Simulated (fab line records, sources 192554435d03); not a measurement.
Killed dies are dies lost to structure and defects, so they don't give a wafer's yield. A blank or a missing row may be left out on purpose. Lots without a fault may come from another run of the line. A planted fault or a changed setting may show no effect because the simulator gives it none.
Split-lot experiment | flow n5_finfet | 7 lots, 21 wafers read, on a route of 1938 steps

THE SPLIT
At N5_BEOL_M5_COAT_22 (resist thk 30 nm), the setting spin_rpm was moved away from the recipe's 1500 rpm on 6 of the 21 wafers read, by -8.0% to +9.8%. The other wafers ran this setting at the recipe's value.

FROM THE SPLIT TO THE READING: what the file shows between them, 2 steps
- N5_BEOL_M5_EXPOSE_25: exposes mask V4, defocus 10 nm (also split here: dose_mj)
- N5_BEOL_M5_PEB_26: peb time 60 s

THE READING
CAR-EUV_of_BEOL_M5_COAT_22.thk_nm (the simulator's own value, which no gauge read), in nm, at N5_BEOL_M5_DEVELOP_27 (develop time 30 s). The file gives no usual value for it. The 15 wafers here that ran the recipe average 29.6 nm, standard deviation 0.073 nm.

wafer  | tool, chamber at the split | spin_rpm as run, rpm | against the recipe | CAR-EUV_of_BEOL_M5_COAT_22.thk_nm, nm | against lot-mates on the recipe
L083.3 | litho_track-05, 0          | 1500                 | recipe             | 29.6                                  | -
L083.4 | litho_track-05, 0          | 1500                 | recipe             | 29.6                                  | -
L083.5 | litho_track-05, 0          | 1500                 | recipe             | 29.6                                  | -
L086.1 | litho_track-05, 0          | 1500                 | recipe             | 29.6                                  | -
L086.5 | litho_track-05, 0          | 1500                 | recipe             | 29.6                                  | -
L086.2 | litho_track-05, 0          | 1380                 | -8.0%              | 30.8                                  | +1.2
L087.1 | litho_track-01, 0          | 1500                 | recipe             | 29.4                                  | -
L087.2 | litho_track-01, 0          | 1500                 | recipe             | 29.6                                  | -
L087.6 | litho_track-01, 0          | 1500                 | recipe             | 29.6                                  | -
L090.2 | litho_track-05, 0          | 1430                 | -4.7%              | 30.2                                  | +0.6
L090.3 | litho_track-05, 0          | 1430                 | -4.7%              | 30.2                                  | +0.6
L090.6 | litho_track-05, 0          | 1500                 | recipe             | 29.6                                  | -
L089.3 | litho_track-01, 0          | 1500                 | recipe             | 29.6                                  | -
L089.5 | litho_track-01, 0          | 1430                 | -4.7%              | 30.4                                  | +0.7
L089.6 | litho_track-01, 0          | 1500                 | recipe             | 29.8                                  | -
L092.1 | litho_track-05, 0          | 1500                 | recipe             | 29.6                                  | -
L092.2 | litho_track-05, 0          | 1500                 | recipe             | 29.6                                  | -
L092.5 | litho_track-05, 0          | 1626                 | +8.4%              | 28.4                                  | -1.2
L096.1 | litho_track-03, 0          | 1500                 | recipe             | 29.6                                  | -
L096.5 | litho_track-03, 0          | 1500                 | recipe             | 29.6                                  | -
L096.3 | litho_track-03, 0          | 1647                 | +9.8%              | 28.2                                  | -1.4

THE FIT
A straight line over all 21 wafers: CAR-EUV_of_BEOL_M5_COAT_22.thk_nm changes by -0.144 nm for each +1% of spin_rpm; r = -0.99; the points scatter about the line by 0.076 nm.
The same after taking each lot's own level away (the mean of its wafers on the recipe; 21 wafers): -0.143 nm for each +1%; r = -1.00; scatter 0.056 nm.
On that fit, the largest move of spin_rpm shifts the reading by 1.4 nm.
The lots' own levels span 29.53 to 29.70 nm, that is 2.3 times the standard deviation above.
So the lot-to-lot level changes the slope little: the two slopes agree.
Check: with one of the wafers moved furthest among these (+9.8%) left out of the fit, the line predicts -1.4 nm for it against its lot-mates. It came out at -1.4 nm against them.

OTHER SPLITS ON THESE WAFERS
These wafers also went through other splits before the reading. Each is held against what the fit with the lots' levels taken away leaves over:
other split on the same wafers | wafers away from the commonest value | r with CAR-EUV_of_BEOL_M5_COAT_22.thk_nm (lot level and that fit taken away)
N5_BEOL_M4_COAT_62 spin_rpm    | 6                                    | -0.09
N5_BEOL_M5_EXPOSE_25 dose_mj   | 12                                   | -0.17

THE WHOLE CHAIN: every reading that the file lists as answering this split, in the file's order
step                  | what it does      | reading                                                                            | change (the file's fit)               | r (the file's)
N5_BEOL_M5_COAT_22    | resist thk 30 nm  | CAR-EUV_of_BEOL_M5_COAT_22.thk_nm (the simulator's own value, which no gauge read) | -0.151 nm for each +1% of the setting | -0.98
N5_BEOL_M5_DEVELOP_27 | develop time 30 s | CAR-EUV_of_BEOL_M5_COAT_22.thk_nm (the simulator's own value, which no gauge read) | -0.144 nm for each +1% of the setting | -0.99

THE FILE'S OWN FIT
CAR-EUV_of_BEOL_M5_COAT_22.thk_nm changes by -0.144 nm for each +1% of spin_rpm, r = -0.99.
